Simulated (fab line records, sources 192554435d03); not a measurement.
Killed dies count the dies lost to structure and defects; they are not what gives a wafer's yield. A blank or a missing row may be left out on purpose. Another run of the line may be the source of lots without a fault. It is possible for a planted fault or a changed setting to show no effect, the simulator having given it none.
Chamber matching | flow n5Finfet | 3 sister chambers for N5_BEOL_M5_DEP_56 on pecvd-01
The step deposits SiCN from 3MS/NH3, target thk 8 nm, time 14 s. 24 wafers are shown with their chamber, then 12 later ones without.

== WAFERS PAIRED WITH THEIR CHAMBERS ==
wafer  | chamber | throttleValvePct (%) | showerheadPlenumPTorr (Torr)
L076.2 | 2       | 8.9                  | 3.633
L076.4 | 1       | 10.0                 | 3.662
L076.5 | 2       | 8.8                  | 3.644
L079.3 | 1       | 9.9                  | 3.648
L079.4 | 0       | 10.7                 | 3.634
L079.6 | 2       | 9.0                  | 3.639
L080.1 | 1       | 10.0                 | 3.652
L080.3 | 2       | 8.9                  | 3.637
L080.4 | 0       | 10.5                 | 3.635
L081.1 | 2       | 8.8                  | 3.626
L081.2 | 1       | 9.7                  | 3.656
L081.5 | 2       | 8.6                  | 3.646
L082.1 | 1       | 10.0                 | 3.650
L082.3 | 0       | 10.1                 | 3.630
L082.4 | 2       | 8.9                  | 3.644
L083.1 | 2       | 8.9                  | 3.646
L083.3 | 1       | 9.9                  | 3.671
L083.6 | 2       | 8.7                  | 3.637
L085.3 | 2       | 8.8                  | 3.631
L085.4 | 1       | 10.1                 | 3.664
L085.6 | 2       | 9.1                  | 3.631
L088.1 | 1       | 9.9                  | 3.660
L088.3 | 2       | 9.1                  | 3.641
L088.5 | 1       | 10.1                 | 3.663

SIGNATURES, as means of the wafers listed above
reading               | chamber 0 | chamber 1 | chamber 2 | scatter within a chamber
throttleValvePct      | 10.433    | 9.956     | 8.875     | 0.162
showerheadPlenumPTorr | 3.63300   | 3.65844   | 3.63792   | 0.00671
Rule: a wafer lies at a distance from a chamber equal to the root of the sum of squares, over the readings, of (its reading less the chamber's mean, divided by the reading's scatter). If the next closest chamber is less than 2 further off than the closest, the wafer can't be placed; otherwise it belongs to the closest. The scatter is the square root of a quotient: the sum, over the shown wafers, of each reading's squared deviation from its chamber's mean, divided by wafers minus chambers.

== WAFERS MISSING THEIR CHAMBER ==
wafer  | throttleValvePct (%) | showerheadPlenumPTorr (Torr)
L090.1 | 9.9                  | 3.663
L090.2 | 8.9                  | 3.625
L090.4 | 10.2                 | 3.643
L092.1 | 10.1                 | 3.636
L092.2 | 9.8                  | 3.665
L092.6 | 9.9                  | 3.666
L094.1 | 9.8                  | 3.665
L094.3 | 8.9                  | 3.619
L094.4 | 8.5                  | 3.636
L097.2 | 9.8                  | 3.659
L097.5 | 9.9                  | 3.650
L097.6 | 10.3                 | 3.634

== EACH ONE'S CHAMBER ==
wafer  | from the rows above     | in truth
L090.1 | 1                       | 1
L090.2 | 2                       | 2
L090.4 | can't be placed: 0 or 1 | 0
L092.1 | can't be placed: 0 or 1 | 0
L092.2 | 1                       | 1
L092.6 | 1                       | 1
L094.1 | 1                       | 1
L094.3 | 2                       | 2
L094.4 | 2                       | 2
L097.2 | 1                       | 1
L097.5 | 1                       | 1
L097.6 | 0                       | 0
Correct placement for 10 of the 12. Unplaceable from these rows: 2, with the true chamber sitting among the candidates in 2. 0 placed wrongly.
